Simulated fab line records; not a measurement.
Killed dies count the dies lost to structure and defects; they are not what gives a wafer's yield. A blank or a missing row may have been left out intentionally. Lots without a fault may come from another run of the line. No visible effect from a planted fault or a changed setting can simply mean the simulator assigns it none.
The same fault as seen by 3 desks -- flow nandHarc -- each desk has only its own numbers; what lay behind them comes last

## THE DEFECT DESK
Per lot, the means of the sampled wafers with a number show what the inspections along the route counted. Any lot whose mean is over 4 standard deviations away from the usual mean is out of limits and marked OUT; that distance is given in the brackets.
Columns: A = rawDefectCount at NHARC_A_SLIT_INSPECT_11, usual 20
lot,first seen here,A
L318,day 14 12:25,24
L320,day 14 22:07,17
L319,day 14 22:23,8
L321,day 15 05:17,23
L323,day 15 05:27,9
L322,day 15 07:14,14
L327,day 16 11:34,18
L334,day 18 14:41,34
L337,day 18 14:50,12
L338,day 20 04:01,37
L339,day 20 04:19,13
L341,day 20 04:29,17
L340,day 20 06:04,22
Finding of this desk: none of the 13 lots has anything out of limits.

## DESK OF THE TOOL OWNER: rieMetal-03
The tool's own readings at NHARC_A_WL_FILL_ETCHBACK_05 (etches the open film in Cl2/BCl3, target depth 22 nm, time 60 s): means of the sampled wafers that have a number, for each lot that ran on this tool. Any lot whose mean is over 4 standard deviations away from the usual mean is out of limits and marked OUT; that distance is given in the brackets.
Columns: A = chamberPressureMTorr at NHARC_A_WL_FILL_ETCHBACK_05, usual 10.001 mTorr; B = drypumpMotorCurrentA at NHARC_A_WL_FILL_ETCHBACK_05, usual 5.4 A; C = oesProductAu at NHARC_A_WL_FILL_ETCHBACK_05, usual 1.007 a.u.
lot,first seen here,A,B,C
L319,day 15 16:41,10.006,5.4,1.023
L321,day 15 21:14,10.002,5.4,1.020
L322,day 16 02:45,9.994,5.4,1.010
L327,day 17 11:32,10.006,5.2,1.268 (+20) OUT
L340,day 21 01:58,10.012,5.1,1.019
This desk's verdict: out of limits on L327, starting with L327 at day 17 11:32 (oesProductAu at NHARC_A_WL_FILL_ETCHBACK_05). Within limits: L319, L321, L322, L340.

## FROM THE METROLOGY DESK
What the gauges read for every lot (on any tool): the sampled wafers with a number, averaged. Any lot whose mean is over 4 standard deviations away from the usual mean is out of limits and marked OUT; that distance is given in the brackets.
Columns: A = overlayXNm at NHARC_A_SLIT_OVL_MEAS_10, usual 0.3 nm; B = overlayYNm at NHARC_A_SLIT_OVL_MEAS_10, usual 0.2 nm
lot,first seen here,A,B
L318,day 14 12:23,-0.3,-0.3
L320,day 14 22:04,0.3,1.2
L319,day 14 22:20,0.0,0.4
L321,day 15 05:16,0.4,-0.5
L323,day 15 05:25,-0.8,-0.5
L322,day 15 07:13,-1.2,0.7
L327,day 16 11:32,0.3,0.8
L334,day 18 14:38,-1.0,-1.2
L337,day 18 14:48,-0.5,-0.5
L338,day 20 03:59,0.9,0.3
L339,day 20 04:17,0.1,0.3
L341,day 20 04:26,1.7,0.6
L340,day 20 06:02,1.5,-0.4
Finding of this desk: none of the 13 lots has anything out of limits.

## BROUGHT TOGETHER
The tool owner's desk could have raised an alarm at day 17 11:32, on L327.
Nothing the defect desk looked at was out of limits.
At the metrology desk, nothing out of limits was observed.
The defect desk has L327 on record, within its limits.
The metrology desk has L327 on record, within its limits.
Of the lots named, all ran NHARC_A_WL_FILL_ETCHBACK_05 on rieMetal-03.

## WHAT THE SIMULATOR HAD PUT IN
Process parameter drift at NHARC_A_WL_FILL_ETCHBACK_05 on rieMetal-03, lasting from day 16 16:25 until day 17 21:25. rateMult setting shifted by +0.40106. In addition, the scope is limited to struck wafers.
Shown lots that were struck: L327.
Time in hours from fault onset to the first out-of-limits reading at each desk: the tool owner's desk, 19.
